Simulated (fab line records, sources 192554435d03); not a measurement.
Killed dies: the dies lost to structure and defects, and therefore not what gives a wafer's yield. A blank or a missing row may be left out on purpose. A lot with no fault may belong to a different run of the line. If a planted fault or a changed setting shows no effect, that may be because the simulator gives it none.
Matching of chambers	flow n5_finfet	rie_diel-06 running N5_BEOL_M0_SAQP_ETCH_73: 4 sister chambers
The step etches SiARC in CF4, target depth 19.5 nm, time 32.5 s. 14 wafers are shown with their chamber, then 7 later ones without.

== WAFERS PAIRED WITH THEIR CHAMBERS ==
wafer	chamber	showerhead_plenum_p_Torr (Torr)	drypump_motor_current_A (A)	oes_product_au (a.u.)
L076.1	2	2.12	5.6	0.61
L076.3	3	2.09	5.9	0.76
L076.5	2	2.12	5.6	0.61
L077.1	3	2.09	5.9	0.75
L077.2	2	2.12	5.7	0.60
L077.5	2	2.12	5.6	0.59
L084.4	2	2.11	5.6	0.59
L084.5	2	2.11	5.6	0.59
L084.6	3	2.09	5.9	0.74
L085.2	0	2.10	5.8	0.81
L085.4	3	2.09	5.9	0.72
L085.5	1	2.26	6.7	0.73
L090.3	1	2.25	6.6	0.73
L090.4	2	2.11	5.7	0.59

SIGNATURES, as means of the wafers listed above
reading	chamber 0	chamber 1	chamber 2	chamber 3	scatter within a chamber
showerhead_plenum_p_Torr	2.1000	2.2550	2.1157	2.0900	0.00471
drypump_motor_current_A	5.800	6.650	5.629	5.900	0.0439
oes_product_au	0.8100	0.7300	0.5971	0.7425	0.0119
Rule: a wafer lies at a distance from a chamber equal to the root of the sum of squares, over the readings, of (its reading less the chamber's mean, divided by the reading's scatter). If the next closest chamber is less than 2 further off than the closest, the wafer can't be placed; otherwise it belongs to the closest. The scatter: take each reading less its chamber's mean, square it, sum over the shown wafers, divide by the number of wafers less the number of chambers, and take the root.

== WAFERS WITHOUT THEIR CHAMBER ==
wafer	showerhead_plenum_p_Torr (Torr)	drypump_motor_current_A (A)	oes_product_au (a.u.)
L090.6	2.08	5.9	0.71
L091.1	2.11	5.6	0.59
L091.2	2.08	5.9	0.72
L091.6	2.11	5.7	0.58
L094.1	2.11	5.6	0.59
L094.4	2.08	5.9	0.71
L094.6	2.25	6.6	0.73

== WHICH CHAMBER EACH ONE RAN IN ==
wafer	from the rows above	in truth
L090.6	3	3
L091.1	2	2
L091.2	3	3
L091.6	2	2
L094.1	2	2
L094.4	3	3
L094.6	1	1
Correctly placed: 7 of 7. Left unplaced by these rows: 0. Wrongly placed: 0.
